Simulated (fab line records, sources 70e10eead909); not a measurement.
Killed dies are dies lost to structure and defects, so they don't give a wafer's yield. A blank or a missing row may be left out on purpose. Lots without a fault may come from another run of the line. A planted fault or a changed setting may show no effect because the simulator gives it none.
fab line records | flow nand_harc
record lots=6 wafers=18 last_day=32
route steps=1302 shown A_CONTACT@991 END@1302
lots that met no fault: from a run of the same line without faults
start_h: hours from the record's first day to the start of the lot's first wafer shown | wait_h: hours since the lot's step before | " the same as in the row above | L1.1+2: a row that stands for several wafers | - no value, or no start given | * or withheld: withheld | < > ~ a bound
route shown NAME@n: a module of which the file shows steps, and the number in the route of the first | usual: mean/standard deviation of fault-free wafers | same: alike in all rows | chamber/n: place in a boat | sites: the reading at each site | _std_site: their standard deviation | _edge_site: outer sites' mean less inner sites' | radius_mm: how far each site lies from the wafer's centre | mask NAME#n: copy n | behind: the tool/chamber that last shaped the wafer | hold: why the lot was held/for how many hours/how that ended | device: the transistor (n, p or np) that didn't switch | end of line: the same wafers' tests at the end of the route | a step without rows: its recipe alone | killed: dies lost to structure and defects at the first sort, not the wafer's yield | map: a wafer's dies, x killed, . not, _ none there
set.NAME: the setting as run; set.NAME@STEP: as run at that earlier step | model.NAME: the simulator's own value behind a step, which no gauge read
lots at some steps of the route; a table a step, a row a wafer
services: from which hour (start_h, from the record's first day; less than 0 if before it) a tool's chamber was out of use, for how many hours, and why
## steps
# step NHARC_A_CONTACT_COAT_36
# recipe spin_rpm=1500 resist_thk_nm=90
# step NHARC_A_CONTACT_SOFTBAKE_37
# recipe temp_c=105 time_s=55
# step NHARC_A_CONTACT_EBR_38
# step NHARC_A_CONTACT_EXPOSE_39
# recipe na=1.35 sigma_outer=0.8 dose_mj=58.79 mask_id=A_CC_3
# step NHARC_A_CONTACT_PEB_40
# recipe peb_temp_c=100 peb_time_s=65
# step NHARC_A_CONTACT_DEVELOP_41
# recipe develop_time_s=35 dev_temp_c=23
# step NHARC_A_CONTACT_CD_MEAS_42
# recipe target_cd_nm=300 landing_energy_ev=500
# usual cd_nm=300.0/0.47
# columns lot.wafer tool chamber start_h wait_h cd_nm
L423.1 cd_sem-02 0 583.60 - 300.1
L423.3 " 0 " " 300.4
L423.5 " 0 " " 299.8
L424.1 cd_sem-01 0 598.32 - 299.2
L424.2 " 0 " " 299.3
L424.5 " 0 " " 299.3
L426.3 cd_sem-02 0 607.15 - 300.0
L426.4 " 0 " " 300.6
L426.6 " 0 " " 301.0
L430.1 cd_sem-01 0 646.13 - 299.5
L430.5 " 0 " " 299.7
L430.6 " 0 " " 299.4
L432.2 cd_sem-03 0 680.86 - 300.2
L432.4 " 0 " " 299.6
L432.6 " 0 " " 299.6
L433.1 cd_sem-02 0 697.70 - 299.5
L433.3 " 0 " " 299.7
L433.4 " 0 " " 300.1
# step NHARC_A_CONTACT_OVL_MEAS_43
# usual overlay_x_nm=-0.3/0.93 overlay_y_nm=0.1/0.91
# columns lot.wafer tool chamber start_h wait_h overlay_x_nm overlay_y_nm
L423.1 overlay-02 - 583.68 - -0.9 -0.7
L423.3 " - " " -0.5 -0.5
L423.5 " - " " -1.2 -0.4
L424.1 overlay-01 - 598.40 - 0.0 -1.2
L424.2 " - " " 0.2 -0.4
L424.5 " - " " -0.2 -0.5
L426.3 overlay-02 - 607.24 - -1.3 -0.6
L426.4 " - " " -1.5 -0.3
L426.6 " - " " -1.0 -0.2
L430.1 overlay-01 - 646.24 - 0.7 0.8
L430.5 " - " " -0.1 0.7
L430.6 " - " " -0.9 1.0
L432.2 overlay-02 - 680.94 - -0.3 0.2
L432.4 " - " " 0.1 0.5
L432.6 " - " " 0.1 0.3
L433.1 overlay-01 - 697.79 - -1.8 1.1
L433.3 " - " " -1.9 0.7
L433.4 " - " " -1.6 0.8
# step NHARC_A_CONTACT_INSPECT_44
# usual raw_defect_count=82/27
# columns lot.wafer tool chamber start_h wait_h raw_defect_count
L423.1 defect_inspect-02 - 583.72 0.0 73
L423.3 " - " " 72
L423.5 " - " " 58
L424.1 defect_inspect-01 - 598.44 0.0 50
L424.2 " - " " 61
L424.5 " - " " 69
L426.3 defect_inspect-02 - 607.27 0.0 69
L426.4 " - " " 56
L426.6 " - " " 62
L430.1 defect_inspect-01 - 646.27 0.0 116
L430.5 " - " " 98
L430.6 " - " " 90
L432.2 defect_inspect-02 - 680.98 0.0 121
L432.4 " - " " 105
L432.6 " - " " 96
L433.1 defect_inspect-01 - 697.82 0.0 87
L433.3 " - " " 115
L433.4 " - " " 98
# step NHARC_A_CONTACT_DESCUM_47
# recipe time_s=3 o2_flow_sccm=200 ar_flow_sccm=0 bias_power_w=0 chemistry=O2
# usual drypump_motor_current_A=5.8/0.42 oes_product_au=1.002/0.0077 rf_vpp_V=57.8/0.9 showerhead_plenum_p_Torr=1.93/0.074 throttle_valve_pct=11.311/0.0088
# columns lot.wafer tool chamber start_h wait_h drypump_motor_current_A oes_product_au rf_hours_counter_h rf_vpp_V showerhead_plenum_p_Torr throttle_valve_pct
L423.3 rie_diel-03 3 583.79 0.1 6.5 1.004 16 60.1 1.98 11.311
L423.1 " 1 " " 6.2 1.000 16 58.7 1.99 11.297
L423.5 " 1 " " 6.2 1.004 - 58.2 1.99 11.313
L424.1 rie_diel-03 1 598.50 0.1 6.1 1.009 19 58.0 1.99 11.307
L424.2 " 0 " " 5.3 1.000 17 57.5 1.93 11.300
L424.5 " 2 " " 5.9 1.000 - 57.3 1.86 11.301
L426.3 rie_diel-03 3 607.34 0.1 6.5 1.008 21 59.5 1.98 11.315
L426.4 " 0 " " 5.3 1.002 19 58.4 1.93 11.313
L426.6 " 2 " " 5.9 1.012 - 57.7 1.86 11.293
L430.1 rie_diel-11 3 646.35 0.1 5.7 0.991 5 57.9 1.96 11.331
L430.6 " 3 " " 5.7 1.002 - 58.0 1.96 11.321
L430.5 " 1 " " 5.7 1.003 - 57.6 1.83 11.296
L432.2 rie_diel-03 2 681.05 0.1 5.9 1.009 4 57.6 1.86 11.309
L432.4 " 0 " " 5.3 0.997 4 58.8 1.92 11.317
L432.6 " 2 " " 5.9 1.012 - 57.9 1.86 11.315
L433.4 rie_diel-11 0 697.88 0.1 5.3 1.005 21 59.1 2.07 11.307
L433.1 " 1 " " 5.7 1.006 23 58.3 1.82 11.313
L433.3 " 2 " " 5.8 1.005 25 57.8 2.05 11.301
# step NHARC_A_CONTACT_ETCH_48
# recipe target_depth_a=390 over_etch_frac=0.3 time_s=65 ion_energy_ev=80 cf4_flow_sccm=150 ar_flow_sccm=0 rf_w=300 bias_w=100 chemistry=CF4
# usual cf4_flow_sccm=150.0/0.42 drypump_motor_current_A=5.8/0.42 oes_product_au=1.003/0.0072 rf_vpp_V=151.6/1.1 run_length_s=86.4/0.5 showerhead_plenum_p_Torr=1.79/0.061 throttle_valve_pct=13.284/0.0095
# columns lot.wafer tool chamber start_h wait_h cf4_flow_sccm drypump_motor_current_A oes_product_au rf_hours_counter_h rf_vpp_V run_length_s showerhead_plenum_p_Torr throttle_valve_pct
L423.1 rie_diel-03 1 583.88 0.1 150.3 6.1 1.001 16 152.1 86.3 1.84 13.292
L423.3 " 2 " " 150.1 5.9 1.015 17 152.2 86.4 1.72 13.289
L423.5 " 2 " " 150.9 5.9 1.008 - 151.2 86.2 1.72 13.284
L424.2 rie_diel-03 0 598.59 0.1 149.8 5.2 0.997 17 151.7 85.5 1.78 13.305
L424.1 " 2 " " 149.2 5.9 0.998 19 150.4 86.2 1.72 13.279
L424.5 " 3 " " 149.2 6.5 1.001 - 152.4 86.3 1.82 13.281
L426.4 rie_diel-03 1 607.43 0.1 149.9 6.1 1.005 21 152.2 85.8 1.83 13.272
L426.3 " 2 " " 149.4 5.9 1.004 21 150.6 86.9 1.72 13.294
L426.6 " 3 " " 150.4 6.5 1.009 - 152.4 85.7 1.82 13.281
L430.1 rie_diel-11 2 646.45 0.1 150.1 5.8 1.000 6 153.2 87.1 1.89 13.294
L430.5 " 1 " " 149.4 5.7 1.008 - 151.4 86.4 1.69 13.282
L430.6 " 2 " " 150.6 5.8 1.008 - 151.6 87.2 1.89 13.288
L432.4 rie_diel-03 2 681.13 0.1 149.7 5.9 0.995 4 151.0 86.2 1.72 13.286
L432.2 " 3 " " 150.1 6.5 1.001 5 152.0 86.2 1.82 13.280
L432.6 " 2 " " 150.4 5.9 1.006 - 149.9 86.4 1.72 13.283
L433.4 rie_diel-11 3 697.97 0.1 149.9 5.7 0.997 27 152.0 86.9 1.81 13.290
L433.1 " 1 " " 150.0 5.7 1.009 23 149.9 86.2 1.69 13.286
L433.3 " 2 " " 149.1 5.8 1.002 25 153.3 87.9 1.89 13.281
# step NHARC_A_CONTACT_ETCH_49
# recipe target_depth_a=2600 over_etch_frac=0.3 time_s=475.3 ion_energy_ev=200 n2_flow_sccm=150 h2_flow_sccm=150 ar_flow_sccm=0 rf_w=400 bias_w=150 chemistry=N2/H2
# usual drypump_motor_current_A=5.8/0.4 oes_product_au=1.003/0.0064 rf_vpp_V=431.1/2.4 run_length_s=496.7/0.47 showerhead_plenum_p_Torr=2.06/0.08 throttle_valve_pct=14.172/0.0094
# columns lot.wafer tool chamber start_h wait_h drypump_motor_current_A oes_product_au rf_hours_counter_h rf_vpp_V run_length_s showerhead_plenum_p_Torr throttle_valve_pct
L423.1 rie_diel-03 2 - - 5.9 0.999 17 429.5 496.9 1.98 14.160
L423.3 " 3 " " 6.5 0.999 17 433.6 496.1 2.11 14.175
L423.5 " 2 " " 5.9 0.995 - 428.1 496.5 1.98 14.163
L424.1 rie_diel-03 1 - - 6.1 1.001 19 432.3 496.7 2.13 14.173
L424.2 " 3 " " 6.5 0.997 19 433.0 496.1 2.11 14.171
L424.5 " 1 " " 6.1 1.005 - 432.1 496.4 2.13 14.185
L426.4 rie_diel-03 2 - - 5.9 1.011 21 427.9 496.8 1.98 14.171
L426.3 " 3 " " 6.5 0.999 21 431.4 496.0 2.11 14.166
L426.6 " 1 " " 6.2 1.006 - 432.5 496.4 2.12 14.180
L430.1 rie_diel-11 3 - - 5.7 1.002 5 432.5 496.9 2.10 14.167
L430.6 " 1 " " 5.7 1.008 - 426.9 496.4 1.94 14.185
L430.5 " 2 " " 5.8 1.010 - 435.5 497.3 2.20 14.155
L432.4 rie_diel-03 1 - - 6.2 1.003 3 431.9 496.3 2.12 14.172
L432.2 " 2 " " 5.9 0.999 4 428.2 497.1 1.98 14.192
L432.6 " 1 " " 6.1 1.000 - 434.1 496.5 2.12 14.169
L433.4 rie_diel-11 2 - - 5.8 0.995 25 435.4 497.7 2.19 14.161
L433.3 " 3 " " 5.7 0.998 27 432.0 497.0 2.09 14.165
L433.1 " 0 " " 5.3 0.996 21 435.9 496.8 2.21 14.175
# step NHARC_A_CONTACT_ETCH_50
# recipe target_depth_a=1210 time_s=60.5 cf4_flow_sccm=100 chf3_flow_sccm=30 ar_flow_sccm=0 rf_w=500 bias_w=200 chemistry=CF4/CHF3
# usual cf4_flow_sccm=100.0/0.3 drypump_motor_current_A=5.8/0.39 oes_product_au=0.950/0.023 rf_vpp_V=371.4/2 run_length_s=81.9/0.49 showerhead_plenum_p_Torr=1.59/0.056 throttle_valve_pct=16.803/0.0083
# columns lot.wafer tool chamber start_h wait_h cf4_flow_sccm drypump_motor_current_A oes_product_au rf_hours_counter_h rf_vpp_V run_length_s showerhead_plenum_p_Torr throttle_valve_pct
L423.3 rie_diel-03 3 584.41 - 99.8 6.4 0.965 17 372.8 81.4 1.62 16.808
L423.1 " 1 " " 99.7 6.1 0.972 16 372.6 81.9 1.63 16.795
L423.5 " 2 " " 100.1 5.9 0.974 - 370.3 82.2 1.53 16.815
L424.1 rie_diel-03 3 599.04 - 100.1 6.5 0.979 19 371.6 81.6 1.62 16.788
L424.2 " 0 " " 99.8 5.3 0.971 17 373.2 68.0 1.58 16.798
L424.5 " 1 " " 99.8 6.1 0.957 - 374.1 81.7 1.63 16.807
L426.4 rie_diel-03 0 607.85 - 99.7 5.3 0.973 19 372.0 67.9 1.58 16.796
L426.3 " 3 " " 99.9 6.5 0.968 21 372.3 81.5 1.62 16.794
L426.6 " 1 " " 99.9 6.1 0.980 - 372.3 81.5 1.63 16.812
L430.1 rie_diel-11 1 646.96 - 100.1 5.7 0.965 6 367.6 81.9 1.50 16.776
L430.5 " 2 " " 99.6 5.8 0.957 - 375.6 83.0 1.68 16.812
L430.6 " 3 " " 100.3 5.7 0.949 - 372.3 82.1 1.61 16.800
L432.2 rie_diel-03 3 681.56 - 99.9 6.5 0.984 5 372.5 81.4 1.62 16.805
L432.4 " 2 " " 99.7 5.9 0.966 5 369.2 82.1 1.53 16.803
L432.6 " 0 " " 99.9 5.2 0.980 - 368.4 81.1 1.58 16.804
L433.4 rie_diel-11 3 698.41 - 99.9 5.7 0.933 27 371.9 82.2 1.61 16.825
L433.1 " 0 " " 99.7 5.3 0.934 21 374.5 81.8 1.69 16.813
L433.3 " 1 " " 100.1 5.7 0.931 23 367.0 81.6 1.50 16.812
# step NHARC_A_CONTACT_ETCH_51
# recipe target_depth_a=70000 over_etch_frac=0.3 time_s=1820 ion_energy_ev=150 o2_flow_sccm=400 cos_flow_sccm=20 ar_flow_sccm=0 rf_w=500 bias_w=300 chemistry=O2/COS
# usual drypump_motor_current_A=5.8/0.41 oes_product_au=1.002/0.0072 rf_vpp_V=314.5/1.7 run_length_s=1841.4/0.49 showerhead_plenum_p_Torr=3.16/0.11 throttle_valve_pct=28.330/0.0096
# columns lot.wafer tool chamber start_h wait_h drypump_motor_current_A oes_product_au rf_hours_counter_h rf_vpp_V run_length_s showerhead_plenum_p_Torr throttle_valve_pct
L423.3 rie_diel-03 3 - - 6.5 0.994 17 314.4 1840.8 3.22 28.315
L423.1 " 1 " " 6.2 1.014 16 316.2 1840.9 3.24 28.335
L423.5 " 1 " " 6.1 0.999 - 316.3 1841.3 3.24 28.324
L424.2 rie_diel-03 2 - - 5.9 1.003 20 312.0 1841.5 3.04 28.361
L424.1 " 3 " " 6.5 0.993 20 316.6 1841.2 3.22 28.331
L424.5 " 0 " " 5.3 0.996 - 312.7 1840.5 3.14 28.334
L426.3 rie_diel-03 3 - - 6.6 0.991 21 314.9 1841.1 3.22 28.334
L426.4 " 2 " " 5.9 1.006 22 313.2 1841.8 3.04 28.333
L426.6 " 3 " " 6.6 1.003 - 315.3 1840.7 3.22 28.331
L430.1 rie_diel-11 2 - - 5.8 1.011 7 316.2 1842.5 3.34 28.313
L430.6 " 2 " " 5.8 1.005 - 316.5 1841.9 3.34 28.327
L430.5 " 3 " " 5.7 0.999 - 315.6 1841.7 3.20 28.351
L432.4 rie_diel-03 3 - - 6.5 1.000 5 314.2 1841.2 3.21 28.339
L432.2 " 0 " " 5.2 0.996 4 314.6 1840.5 3.14 28.357
L432.6 " 2 " " 5.9 1.001 - 313.0 1841.3 3.03 28.312
L433.4 rie_diel-11 0 - - 5.3 0.999 21 315.7 1841.5 3.36 28.322
L433.1 " 2 " " 5.8 0.997 25 316.4 1842.5 3.33 28.330
L433.3 " 3 " " 5.7 0.987 27 316.7 1841.7 3.19 28.324
# step NHARC_END_SORT_01
# recipe temp_c=25
# usual killed_at_array=62/16 killed_at_other=0.8/1.1 killed_at_periphery=4/3.2 killed_dies=67/16 killed_open=3.5/1.9 killed_short=2.1/1.5
# same gross_dies=677
# columns lot.wafer tool chamber start_h wait_h killed_at_array killed_at_other killed_at_periphery killed_dies killed_open killed_short
L423.1 prober-02 0 649.21 2.5 60 1 4 65 3 0
L423.3 prober-02 0 650.84 3.1 45 2 4 51 4 2
L423.5 prober-02 0 652.47 3.8 46 4 2 52 5 1
L424.1 prober-01 0 679.99 2.5 43 0 5 48 0 4
L424.2 prober-01 0 680.78 2.8 531 1 1 533 4 1
L424.5 prober-01 0 683.17 3.7 48 1 6 55 4 1
L426.4 prober-02 0 684.77 3.4 505 0 2 507 4 2
L432.2 prober-01 0 749.20 2.8 84 1 1 86 2 1
L432.4 prober-01 0 750.80 3.4 76 0 0 76 4 2
L432.6 prober-01 0 752.41 4.0 79 0 5 84 1 3
# killed by level:class
L423.1 A_SLIT:chamber_film_flake=31 A_CHANNEL_HOLE_D2:chamber_film_flake=16 A_CHANNEL_HOLE_D1:chamber_film_flake=6 A_CONTACT:chamber_film_flake=3 A_ONON_D2:geometric_particle:open=2 P_GATE:chamber_film_flake=2 P_M1:geometric_particle:open=1 P_ZERO_WELL:chamber_film_flake=1
L423.3 A_SLIT:chamber_film_flake=23 A_CHANNEL_HOLE_D2:chamber_film_flake=8 A_CHANNEL_HOLE_D1:chamber_film_flake=5 P_STI:chamber_film_flake=2 THIN_TSV:chamber_film_flake=2 A_CHANNEL_HOLE_D1:geometric_particle:short=1 A_CHANNEL_FILL_D1:geometric_particle:open=1 A_CHANNEL_FILL_D1:geometric_particle:short=1
L423.5 A_SLIT:chamber_film_flake=27 A_CHANNEL_HOLE_D2:chamber_film_flake=8 THIN_TSV:chamber_film_flake=4 A_CONTACT:chamber_film_flake=3 A_M0:geometric_particle:open=2 P_CONTACT:geometric_particle:open=1 A_ONON_D1:geometric_particle:open=1 A_DECK1_JOINT:geometric_particle:short=1
L424.1 A_CHANNEL_HOLE_D1:chamber_film_flake=28 A_SLIT:chamber_film_flake=4 A_CONTACT:chamber_film_flake=4 P_STI:chamber_film_flake=3 A_SGD_CUT:geometric_particle:short=2 A_WL_FILL:geometric_particle:short=2 A_BONDPAD:chamber_film_flake=2 P_GATE:chamber_film_flake=1
L424.2 A_CONTACT:area_etch=475 A_CHANNEL_HOLE_D1:chamber_film_flake=37 A_CONTACT:chamber_film_flake=6 A_CHANNEL_HOLE_D2:chamber_film_flake=3 A_BONDPAD:chamber_film_flake=3 A_ONON_D1:geometric_particle:short=1 A_ONON_D1:geometric_particle:open=1 A_CONTACT:geometric_particle:open=1
L424.5 A_CHANNEL_HOLE_D1:chamber_film_flake=29 A_SLIT:chamber_film_flake=4 A_CHANNEL_HOLE_D2:chamber_film_flake=3 P_STI:chamber_film_flake=2 P_GATE:chamber_film_flake=2 A_DECK1_JOINT:chamber_film_flake=2 A_STAIRCASE:chamber_film_flake=2 A_CONTACT:chamber_film_flake=2
L426.4 A_CONTACT:area_etch=464 A_CHANNEL_HOLE_D1:chamber_film_flake=30 A_SLIT:chamber_film_flake=3 A_CONTACT:chamber_film_flake=2 A_ONON_D1:geometric_particle:open=1 A_CHANNEL_FILL_D2:geometric_particle:short=1 A_WL_FILL:geometric_particle:short=1 A_CONTACT:geometric_particle:open=1
L432.2 A_CHANNEL_HOLE_D1:chamber_film_flake=38 A_SLIT:chamber_film_flake=32 A_STAIRCASE:chamber_film_flake=5 A_CONTACT:chamber_film_flake=4 A_DECK1_JOINT:chamber_film_flake=2 P_CONTACT:geometric_particle:open=1 A_ONON_D1:geometric_particle:short=1 A_WL_FILL:geometric_particle:open=1
L432.4 A_CHANNEL_HOLE_D1:chamber_film_flake=33 A_SLIT:chamber_film_flake=33 A_STAIRCASE:chamber_film_flake=2 A_CONTACT:chamber_film_flake=2 A_ONON_D1:geometric_particle:open=1 A_CHANNEL_HOLE_D1:geometric_particle:open=1 A_CHANNEL_FILL_D1:geometric_particle:short=1 A_WL_FILL:geometric_particle:short=1
L432.6 A_CHANNEL_HOLE_D1:chamber_film_flake=40 A_SLIT:chamber_film_flake=26 A_CONTACT:chamber_film_flake=8 A_STAIRCASE:chamber_film_flake=2 P_CONTACT:geometric_particle:short=1 P_M0:geometric_particle:short=1 P_M2:geometric_particle:open=1 A_DECK1_JOINT:geometric_particle:short=1
# map L424.2 (x killed, . not)
____________x____________
_________xxxxxxx_________
_______xxxxxxxxxxx_______
______xxxxxxxxxxxxx______
_____xxxxx.xxxxxx.xx_____
____xxxxx..xx.xxxxxxx____
____xxx.xxxxxxxxxxxxx____
___xxxxxxxxxxx.x.xxxxx___
___xxxxxxxx.x.xxxx.xxx___
__xxxxxxxx.xxxxxxxxxxxx__
__xxxxxx.xxxxxxxxx.xxxx__
_xx.xxx.xx.x.xxxxx.xxxxx_
_xxxxxxxx..xxxx.x..x..xx_
_xxxxx..xx.x.xxxxxx.xxxx_
_xxxxxxx..xx.x.xxxxxxxxx_
_x.xxxx...x.x..xx.xxxxxx_
xxxxxxxxx.xxx.xxxxxx.xxxx
xxxxxx....xx.x.xx.xxxxxxx
xxxx.x....x.x..xxxxxxx..x
xxxxx..x...xx.x.x.xxxxxxx
xxxxxxxxxx.....x.x.xxx.xx
_xxxxx.xx.x....x.x..xxxx_
_x.xxxx.xx.xxxxxx...x.x._
_xxxxxxxx......x..xxxxxx_
_xxxxx.x....x.xx...x.xxx_
_xxxx.xxxx.xxxx.x.x.xxxx_
__xxxxx...xxxxxxxxxx.x.__
__xxx.xx.x..x...xx.xxxx__
___x.xxxxxx..x..xxxxxx___
___xxxxxxxxxxxxxx.xx.x___
____x.xxxxx.xxxxxxxxx____
____xxxxxxxxxxxxxxxxx____
_____xxxx.xxxx.xxxxx_____
______xxxxxxxxxxxxx______
_______xxxxxxx.xxx_______
_________xxxxxxx_________
____________x____________
# map L426.4 (x killed, . not)
____________x____________
_________xxxxxxx_________
_______xxxxxxxxx.x_______
______xxxxxxxxxxxxx______
_____xxxxxxx.xxxxxxx_____
____xxxxx.x.xxxxxxxxx____
____xxxxxx.x.xx.xxxxx____
___xxxxxx.xx.xxx..xxxx___
___xxxxx...xxxxxxxxxxx___
__xxx..xx..x.xxxxxxx.xx__
__xxxxxx.xxxx.xxxxxxxxx__
_.xxxx.x...xxxxxxxxxxxxx_
_xxx.xxxx...xxxxx..xxxxx_
_xxx...x..xx.xxxxxxxx.xx_
_.xx....xxx..xxxxxxxxxxx_
_xx.xx..x......xx.xxxxxx_
xxx.xxxx...xxx....xxxxxxx
xxx..xx......x.xxxxxxxxxx
xxxxxx.x.x...x.x..xxxxxxx
xx.xxx.x....x.x.xxxxxxxxx
.x.xxx.x....xxx.xx..xxxxx
_xxx..xx....x.x....xxxxx_
_xxx.x......x..x.x.xxxxx_
_xx.x.x.xx.xxx..xx.xxxxx_
_xxx..x.xx.x.xxx..xxxxxx_
_xxxx..xxx.xx...xxxx.xxx_
__xxxxx..x...x.xxxxx.xx__
__x.xxxx.xxxxx.xxxxxxxx__
___xx..x..x.xx.xxxxxxx___
___xxxxxxxx.x.xxxxxxxx___
____xx.xxx.x.xxxxxxxx____
____xxxxxx.xx.x.xxxxx____
_____xxxxxxxx.xxxxxx_____
______xxxxxxxxxxx.x______
_______xxxxxxxx.xx_______
_________xxxxxxx_________
____________x____________
## services
# columns tool chamber start_h hours kind
rie_diel-03 0 565.92 - clean
rie_diel-03 1 565.92 - clean
rie_diel-03 2 565.92 - clean
rie_diel-03 3 565.92 - clean
rie_diel-03 0 583.13 5.1 repair
rie_diel-03 0 590.42 - clean
rie_diel-03 1 590.42 - clean
rie_diel-03 2 590.42 - clean
rie_diel-03 3 590.42 - clean
rie_diel-11 1 593.13 14.8 repair
rie_diel-11 - 612.05 9.0 pm
rie_diel-03 0 614.97 - clean
rie_diel-03 1 614.97 - clean
rie_diel-03 2 614.97 - clean
rie_diel-03 3 614.97 - clean
rie_diel-11 3 632.52 1.7 repair
rie_diel-03 - 635.30 9.0 pm
rie_diel-03 0 635.30 9.0 vent_cycle
rie_diel-03 1 635.30 9.0 vent_cycle
rie_diel-03 2 635.30 9.0 vent_cycle
rie_diel-03 3 635.30 9.0 vent_cycle
rie_diel-03 0 644.30 - clean
rie_diel-03 1 644.30 - clean
rie_diel-03 2 644.30 - clean
## key
first_sign step=NHARC_A_CONTACT_ETCH_50 reading=run_length_s direction=down sigmas=28 usual=* struck=*
effect step=NHARC_END_SORT_01 reading=killed_at_array direction=up sigmas=28 usual=62 struck=518
more_kills_born_at NHARC_A_CONTACT_ETCH_50@rie_diel-03=939
met_at NHARC_A_CONTACT_ETCH_50
struck_wafers L424.2,L426.4
later_rows_left_out L424.2,L426.4
tester_left_out L424,L426
fault kind=process_parameter_drift tool=rie_diel-03 chamber=0 onset_h=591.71 steps=NHARC_A_CONTACT_ETCH_50 channel=time_s offset=* shape=step end_h=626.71 acts_in=* stated=*
# tester_left_out: of these lots the tester's yield and bins aren't shown, on N5 and GAA mostly nor the transistor test; their killed dies are dies lost to structure and defects alone, not to doping, threshold or leakage, so they don't give the yield
# later_rows_left_out: the simulator's readings of these wafers behind a module that went badly wrong aren't trusted and aren't shown, but for the sort
